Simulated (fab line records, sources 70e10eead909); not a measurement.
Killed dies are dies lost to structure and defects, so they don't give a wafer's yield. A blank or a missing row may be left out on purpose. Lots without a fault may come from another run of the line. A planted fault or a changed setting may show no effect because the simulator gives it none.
fab line records | flow nand_harc
record lots=11 wafers=33 last_day=25
route steps=1159 shown P_GATE@148 END@1159
lots that met no fault: from a run of the same line without faults
start_h: hours from the record's first day to the start of the lot's first wafer shown | wait_h: hours since the lot's step before | " the same as in the row above | L1.1+2: a row that stands for several wafers | - no value, or no start given | * or withheld: withheld | < > ~ a bound
route shown NAME@n: a module of which the file shows steps, and the number in the route of the first | usual: mean/standard deviation of fault-free wafers | same: alike in all rows | chamber/n: place in a boat | sites: the reading at each site | _std_site: their standard deviation | _edge_site: outer sites' mean less inner sites' | radius_mm: how far each site lies from the wafer's centre | mask NAME#n: copy n | behind: the tool/chamber that last shaped the wafer | hold: why the lot was held/for how many hours/how that ended | device: the transistor (n, p or np) that didn't switch | end of line: the same wafers' tests at the end of the route | a step without rows: its recipe alone | killed: dies lost to structure and defects at the first sort, not the wafer's yield | map: a wafer's dies, x killed, . not, _ none there
set.NAME: the setting as run; set.NAME@STEP: as run at that earlier step | model.NAME: the simulator's own value behind a step, which no gauge read
steps of the route over a sample of lots; a table a step, a row a wafer
services: from which hour (start_h, from the record's first day; less than 0 if before it) a tool's chamber was out of use, for how many hours, and why
## steps
# step NHARC_P_GATE_ETCH_114
# recipe target_depth_a=300 overetch_a=30 time_s=16.5 ion_energy_ev=100 cf4_flow_sccm=80 o2_flow_sccm=20 ar_flow_sccm=0 rf_w=300 bias_w=100 chemistry=CF4/O2
# usual cf4_flow_sccm=80.00/0.26 chamber_pressure_mTorr=30.000/0.025 drypump_motor_current_A=5.9/0.43 oes_product_au=0.994/0.0096 rf_vpp_V=197.8/1.3 showerhead_plenum_p_Torr=1.34/0.048 throttle_valve_pct=13.397/0.0086
# columns lot.wafer tool chamber start_h wait_h cf4_flow_sccm chamber_pressure_mTorr drypump_motor_current_A oes_product_au rf_hours_counter_h rf_vpp_V showerhead_plenum_p_Torr throttle_valve_pct
L157.2 rie_diel-06 3 - - 80.35 29.991 6.1 1.008 13 198.5 1.38 13.387
L157.5 " 1 " " 79.86 30.028 5.8 1.004 - 197.9 1.34 13.409
L157.6 " 2 " " 79.86 30.034 5.4 0.984 - 197.9 1.31 13.388
L159.1 rie_diel-03 2 - - 79.90 30.038 5.6 0.987 15 200.5 1.43 13.387
L159.5 " 3 " " 79.80 29.959 5.7 0.988 - 198.6 1.35 13.396
L159.6 " 0 " " 79.78 30.015 6.5 0.996 - 196.6 1.32 13.391
L160.4 rie_diel-06 3 - - 80.02 29.987 6.1 1.014 18 199.2 1.38 13.405
L160.1 " 0 " " 79.87 30.004 6.2 0.996 9 199.0 1.38 13.388
L160.5 " 1 " " 80.19 30.002 5.7 1.004 - 198.3 1.34 13.406
L163.2 rie_diel-10 3 - - 80.12 30.001 5.2 0.989 45 198.0 1.29 13.389
L163.4 " 1 " " 79.88 29.972 6.7 1.002 45 197.5 1.31 13.404
L163.1 " 2 " " 79.28 30.033 6.2 1.001 42 199.4 1.38 13.406
L162.4 rie_diel-06 0 - - 80.54 30.023 6.2 0.993 12 198.4 1.37 13.418
L162.5 " 1 " " 80.02 29.987 5.8 1.000 - 197.0 1.34 13.399
L162.6 " 2 " " 80.03 29.985 5.4 0.983 - 198.4 1.31 13.402
L165.1 rie_diel-10 0 - - 80.04 30.042 5.4 1.006 55 198.1 1.39 13.405
L165.4 " 3 " " 79.73 29.996 5.2 1.002 52 196.1 1.29 13.397
L165.5 " 0 " " 79.85 29.991 5.4 0.997 - 198.5 1.39 13.402
L169.4 rie_diel-03 3 - - 79.70 29.989 5.8 0.991 23 197.5 1.35 13.392
L169.2 " 1 " " 79.68 30.016 5.7 0.983 25 194.5 1.28 13.390
L169.5 " 0 " " 80.14 30.001 6.4 0.998 - 196.8 1.32 13.409
L170.3 rie_diel-03 1 - - 80.16 30.031 5.7 0.981 27 195.9 1.27 13.405
L170.6 " 1 " " 80.34 29.991 5.7 0.985 - 195.8 1.27 13.391
L170.5 " 2 " " 80.18 29.974 5.6 0.986 - 201.0 1.43 13.401
L174.2 rie_diel-06 1 - - 80.15 30.012 5.7 1.009 48 197.3 1.33 13.392
L174.5 " 1 " " 79.70 30.012 5.7 1.009 - 197.8 1.34 13.396
L174.6 " 2 " " 80.61 30.003 5.4 0.994 - 196.8 1.30 13.378
L178.4 rie_diel-10 1 - - 80.15 29.987 6.7 1.005 13 196.1 1.30 13.423
L178.6 " 1 " " 79.63 29.984 6.7 0.993 - 196.1 1.30 13.410
L178.5 " 2 " " 79.47 29.956 6.2 1.010 - 198.7 1.37 13.396
L179.2 rie_diel-10 0 - - 79.71 30.015 5.4 1.001 17 199.5 1.38 13.390
L179.6 " 2 " " 79.88 30.001 6.2 1.011 - 200.4 1.37 13.390
L179.5 " 3 " " 79.86 30.007 5.2 0.987 - 198.2 1.29 13.388
# step NHARC_P_GATE_ETCHBACK_37
# recipe target_depth_a=345 time_s=17.2 chf3_flow_sccm=50 o2_flow_sccm=10 ar_flow_sccm=200 rf_w=500 bias_w=200 chemistry=CHF3/O2
# usual chamber_pressure_mTorr=25.002/0.023 drypump_motor_current_A=5.9/0.46 oes_product_au=0.96/0.039 rf_vpp_V=370.8/1.9 showerhead_plenum_p_Torr=2.41/0.081 throttle_valve_pct=20.572/0.0094
# columns lot.wafer tool chamber start_h wait_h chamber_pressure_mTorr drypump_motor_current_A oes_product_au rf_hours_counter_h rf_vpp_V showerhead_plenum_p_Torr throttle_valve_pct
L157.2 rie_diel-10 1 - - 25.017 6.7 0.98 41 368.9 2.35 20.565
L157.6 " 0 " " 24.982 5.4 0.97 - 373.2 2.50 20.567
L157.5 " 1 " " 25.010 6.7 0.98 - 369.6 2.35 20.551
L159.1 rie_diel-06 3 - - 25.024 6.1 1.01 18 372.6 2.48 20.572
L159.5 " 0 " " 25.037 6.2 0.99 - 372.1 2.47 20.569
L159.6 " 1 " " 24.984 5.8 1.00 - 370.9 2.41 20.574
L160.1 rie_diel-10 3 - - 25.007 5.2 0.92 46 368.4 2.33 20.569
L160.4 " 1 " " 25.029 6.7 0.93 45 368.5 2.35 20.572
L160.5 " 3 " " 25.000 5.2 0.93 - 369.9 2.33 20.571
L163.4 rie_diel-03 1 - - 24.989 5.7 0.91 19 368.6 2.30 20.580
L163.1 " 2 " " 25.030 5.6 0.91 19 373.6 2.57 20.566
L163.2 " 3 " " 24.989 5.8 0.91 18 371.1 2.43 20.566
L162.4 rie_diel-10 3 - - 25.017 5.2 1.00 50 369.3 2.33 20.583
L162.5 " 3 " " 25.014 5.2 1.00 - 367.9 2.33 20.552
L162.6 " 0 " " 25.016 5.4 0.99 - 371.9 2.50 20.576
L165.1 rie_diel-03 3 - - 24.979 5.8 0.91 20 371.3 2.43 20.564
L165.4 " 2 " " 24.999 5.6 0.92 22 374.7 2.57 20.586
L165.5 " 3 " " 25.006 5.8 0.91 - 371.0 2.43 20.566
L169.4 rie_diel-03 2 - - 25.030 5.6 0.91 27 374.8 2.57 20.584
L169.2 " 1 " " 24.989 5.7 0.91 27 368.3 2.30 20.587
L169.5 " 2 " " 24.997 5.6 0.91 - 375.0 2.57 20.559
L170.3 rie_diel-06 3 - - 25.003 6.1 0.94 47 371.4 2.46 20.571
L170.5 " 3 " " 24.972 6.1 0.94 - 372.8 2.46 20.599
L170.6 " 0 " " 25.001 6.2 0.92 - 372.7 2.46 20.572
L174.2 rie_diel-10 2 - - 25.043 6.3 1.01 11 371.5 2.46 20.564
L174.6 " 1 " " 25.039 6.7 1.00 - 369.2 2.34 20.563
L174.5 " 2 " " 24.962 6.3 1.01 - 372.7 2.46 20.580
L178.4 rie_diel-03 2 - - 24.953 5.6 0.99 1 373.4 2.56 20.587
L178.6 " 3 " " 25.009 5.8 1.00 - 372.4 2.43 20.557
L178.5 " 0 " " 24.991 6.4 1.01 - 371.0 2.36 20.576
L179.2 rie_diel-03 2 - - 24.995 5.6 0.92 4 373.2 2.56 20.562
L179.6 " 3 " " 25.017 5.8 0.93 - 370.7 2.43 20.562
L179.5 " 0 " " 24.978 6.4 0.93 - 370.2 2.36 20.560
# step NHARC_P_GATE_EXPOSE_88
# recipe na=0.6 target_cd_nm=2000 dose_mj=11.87 mask_id=P_HVN
# columns lot.wafer tool chamber start_h wait_h mask
L157.2+5+6 krf_scanner-02 0 114.71 - P_HVN#0
L159.1+5+6 krf_scanner-02 0 120.16 - P_HVN#0
L160.1+4+5 krf_scanner-02 0 132.14 - P_HVN#0
L163.1+2+4 krf_scanner-01 0 139.61 - P_HVN#0
L162.4+5+6 krf_scanner-03 0 140.04 - P_HVN#0
L165.1+4+5 krf_scanner-01 0 156.63 - P_HVN#0
L169.2+4+5 krf_scanner-02 0 182.05 - P_HVN_R1#0
L170.3+5+6 krf_scanner-03 0 191.32 - P_HVN#0
L174.2+5+6 krf_scanner-01 0 218.07 - P_HVN#0
L178.4+5+6 krf_scanner-03 0 237.17 - P_HVN#0
L179.2+5+6 krf_scanner-01 0 250.83 - P_HVN#0
# step NHARC_P_GATE_CD_MEAS_91
# recipe target_cd_nm=2000 landing_energy_ev=500
# usual cd_nm=1999.2/1.6
# same landing_energy_ev=500
# columns lot.wafer tool chamber start_h wait_h cd_nm
L157.2 cd_sem-02 0 114.87 - 2000.0
L157.5 " 0 " " 2001.1
L157.6 " 0 " " 2000.6
L159.1 cd_sem-03 0 120.31 - 1999.1
L159.5 " 0 " " 2000.4
L159.6 " 0 " " 1998.1
L160.1 cd_sem-02 0 132.30 - 1997.0
L160.4 " 0 " " 2000.0
L160.5 " 0 " " 1999.2
L163.1 cd_sem-01 0 139.78 - 1999.2
L163.2 " 0 " " 1997.2
L163.4 " 0 " " 1998.1
L162.4 cd_sem-02 0 140.18 - 1999.5
L162.5 " 0 " " 2000.3
L162.6 " 0 " " 1997.9
L165.1 cd_sem-02 0 156.79 - 1998.1
L165.4 " 0 " " 1997.9
L165.5 " 0 " " 1996.1
L169.2 cd_sem-01 0 182.20 - 2231.9
L169.4 " 0 " " 2230.2
L169.5 " 0 " " 2230.1
L170.3 cd_sem-02 0 191.47 - 1997.2
L170.5 " 0 " " 1998.3
L170.6 " 0 " " 1996.7
L174.2 cd_sem-02 0 218.22 - 2000.1
L174.5 " 0 " " 1999.9
L174.6 " 0 " " 2000.7
L178.4 cd_sem-01 0 237.32 - 2002.4
L178.5 " 0 " " 1999.5
L178.6 " 0 " " 1999.2
L179.2 cd_sem-03 0 250.99 - 1996.5
L179.5 " 0 " " 1997.7
L179.6 " 0 " " 1995.9
# step NHARC_P_GATE_DESCUM_93
# recipe time_s=3 o2_flow_sccm=200 ar_flow_sccm=0 bias_power_w=0 chemistry=O2
# usual chamber_pressure_mTorr=60.00/0.057 drypump_motor_current_A=5.9/0.42 oes_product_au=0.998/0.012 rf_vpp_V=57.8/0.9 showerhead_plenum_p_Torr=1.93/0.065 throttle_valve_pct=11.312/0.0084
# same bias_power_w=0
# columns lot.wafer tool chamber start_h wait_h chamber_pressure_mTorr drypump_motor_current_A oes_product_au rf_hours_counter_h rf_vpp_V showerhead_plenum_p_Torr throttle_valve_pct
L157.2 rie_diel-06 0 115.08 - 59.96 6.2 0.985 9 58.2 1.97 11.307
L157.5 " 3 " " 59.99 6.1 1.013 - 57.7 1.98 11.315
L157.6 " 0 " " 59.94 6.2 1.002 - 58.7 1.97 11.299
L159.1 rie_diel-10 1 120.47 - 60.03 6.7 1.005 44 56.0 1.87 11.318
L159.6 " 1 " " 59.98 6.7 1.003 - 58.0 1.87 11.305
L159.5 " 2 " " 59.97 6.3 0.990 - 59.3 1.98 11.322
L160.1 rie_diel-03 2 132.46 - 59.89 5.6 0.979 19 58.4 2.05 11.313
L160.4 " 0 " " 59.99 6.5 0.999 16 57.2 1.89 11.316
L160.5 " 2 " " 60.12 5.6 0.981 - 58.2 2.05 11.314
L163.1 rie_diel-06 2 139.95 - 60.07 5.5 0.985 28 57.8 1.88 11.310
L163.4 " 0 " " 59.94 6.2 0.998 20 59.8 1.97 11.312
L163.2 " 1 " " 59.97 5.7 0.997 20 56.4 1.92 11.307
L162.4 rie_diel-03 0 140.36 - 60.08 6.4 0.994 17 58.1 1.89 11.318
L162.5 " 2 " " 60.02 5.6 0.985 - 59.7 2.05 11.324
L162.6 " 3 " " 60.04 5.8 0.992 - 57.7 1.94 11.324
L165.1 rie_diel-03 2 156.95 - 60.00 5.6 0.993 23 58.3 2.05 11.299
L165.4 " 1 " " 59.90 5.7 0.986 23 58.0 1.83 11.317
L165.5 " 3 " " 60.05 5.8 0.989 - 58.8 1.94 11.303
L169.2 rie_diel-06 0 182.38 - 59.96 6.2 0.997 39 58.0 1.96 11.300
L169.4 " 2 " " 60.05 5.4 0.996 41 57.7 1.87 11.324
L169.5 " 3 " " 59.93 6.1 1.014 - 58.0 1.97 11.305
L170.3 rie_diel-10 1 191.66 - 60.02 6.7 0.998 2 57.3 1.86 11.301
L170.5 " 2 " " 60.08 6.2 1.015 - 57.5 1.97 11.302
L170.6 " 3 " " 60.05 5.2 1.000 - 58.6 1.85 11.318
L174.2 rie_diel-06 0 218.41 - 59.97 6.2 0.996 51 57.3 1.96 11.320
L174.6 " 1 " " 60.03 5.7 1.004 - 59.1 1.91 11.324
L174.5 " 2 " " 60.10 5.4 0.978 - 58.9 1.87 11.319
L178.4 rie_diel-03 2 237.49 - 59.99 5.5 0.998 3 59.7 2.05 11.315
L178.6 " 1 " " 59.99 5.7 0.987 - 57.6 1.82 11.322
L178.5 " 2 " " 60.12 5.6 1.000 - 59.6 2.05 11.299
L179.2 rie_diel-03 0 251.15 - 60.00 6.4 1.005 4 57.5 1.88 11.301
L179.6 " 0 " " 60.06 6.4 1.005 - 57.9 1.88 11.318
L179.5 " 1 " " 59.93 5.7 0.993 - 57.3 1.82 11.295
# step NHARC_END_SORT_01
# recipe temp_c=25
# usual killed_at_array=29/11 killed_at_other=0.5/0.8 killed_at_periphery=3.5/2.8 killed_dies=33/12 killed_open=3.1/1.8 killed_short=1.8/1.4
# same gross_dies=677
# columns lot.wafer tool chamber start_h wait_h killed_at_array killed_at_other killed_at_periphery killed_dies killed_open killed_short
L169.2 prober-02 0 521.39 2.8 35 0 33 68 2 0
L169.4 prober-02 0 523.01 3.4 49 0 21 70 2 6
L169.5 prober-02 0 523.82 3.7 46 0 18 64 2 2
# killed by level:class
L169.2 P_GATE:area_expose=31 A_SLIT:chamber_film_flake=16 A_CHANNEL_HOLE_D1:chamber_film_flake=13 A_ZERO_WELL:chamber_film_flake=2 A_CONTACT:geometric_particle:open=1 A_M0:geometric_particle:open=1 P_GATE:chamber_film_flake=1 P_CONTACT:chamber_film_flake=1
L169.4 A_SLIT:chamber_film_flake=20 A_CHANNEL_HOLE_D1:chamber_film_flake=17 P_GATE:area_expose=17 A_ONON_D1:geometric_particle:short=3 A_CONTACT:geometric_particle:open=2 A_STAIRCASE:chamber_film_flake=2 A_WL_FILL:chamber_film_flake=2 A_CONTACT:chamber_film_flake=2
L169.5 P_GATE:area_expose=17 A_CHANNEL_HOLE_D1:chamber_film_flake=16 A_SLIT:chamber_film_flake=16 A_STAIRCASE:chamber_film_flake=6 A_CONTACT:chamber_film_flake=3 A_CHANNEL_HOLE_D1:geometric_particle:short=1 A_CHANNEL_FILL_D1:geometric_particle:short=1 A_CONTACT:geometric_particle:open=1
## services
# columns tool chamber start_h hours kind
rie_diel-06 0 79.77 16.4 repair
krf_scanner-01 - 84.00 4.0 pm
rie_diel-03 0 96.33 - clean
rie_diel-03 1 96.33 - clean
rie_diel-03 2 96.33 - clean
rie_diel-03 3 96.33 - clean
rie_diel-03 3 98.17 3.2 repair
rie_diel-03 3 101.92 2.9 repair
rie_diel-03 0 120.83 - clean
rie_diel-03 1 120.83 - clean
rie_diel-03 2 120.83 - clean
rie_diel-03 3 120.83 - clean
rie_diel-06 1 127.19 12.3 repair
rie_diel-03 0 145.33 - clean
rie_diel-03 1 145.33 - clean
rie_diel-06 2 165.12 11.5 repair
krf_scanner-03 - 168.00 4.0 pm
rie_diel-03 - 169.72 0.3 repair
rie_diel-10 - 176.50 9.0 pm
rie_diel-10 - 189.74 0.2 repair
rie_diel-03 3 197.18 19.8 repair
krf_scanner-02 - 210.00 4.0 pm
rie_diel-03 - 215.30 9.0 pm
rie_diel-06 - 241.24 9.0 pm
## key
first_sign step=NHARC_P_GATE_EXPOSE_88 reading=mask direction=changed
effect step=NHARC_P_GATE_CD_MEAS_91 reading=cd_nm direction=up sigmas=99+ usual=1999.2 struck=2230.7
effect step=NHARC_END_SORT_01 reading=killed_at_periphery direction=up sigmas=7.4 usual=3.5 struck=24
more_kills_born_at NHARC_P_GATE_EXPOSE_88@krf_scanner-02=65
met_at NHARC_P_GATE_EXPOSE_88
struck_lots L169
tester_left_out L169
not_acting_at NHARC_P_GATE_ETCH_114,NHARC_P_GATE_ETCHBACK_37,NHARC_P_GATE_DESCUM_93
onset_between 132.14 182.05
fault kind=wrong_mask tool=any chamber=- onset_h=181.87 steps=NHARC_P_GATE_EXPOSE_88 aux_copy=P_HVN_R1#0 cd_offset_nm=233 scope=struck_lots_only
# tester_left_out: of these lots the tester's yield and bins aren't shown, on N5 and GAA mostly nor the transistor test; their killed dies are dies lost to structure and defects alone, not to doping, threshold or leakage, so they don't give the yield
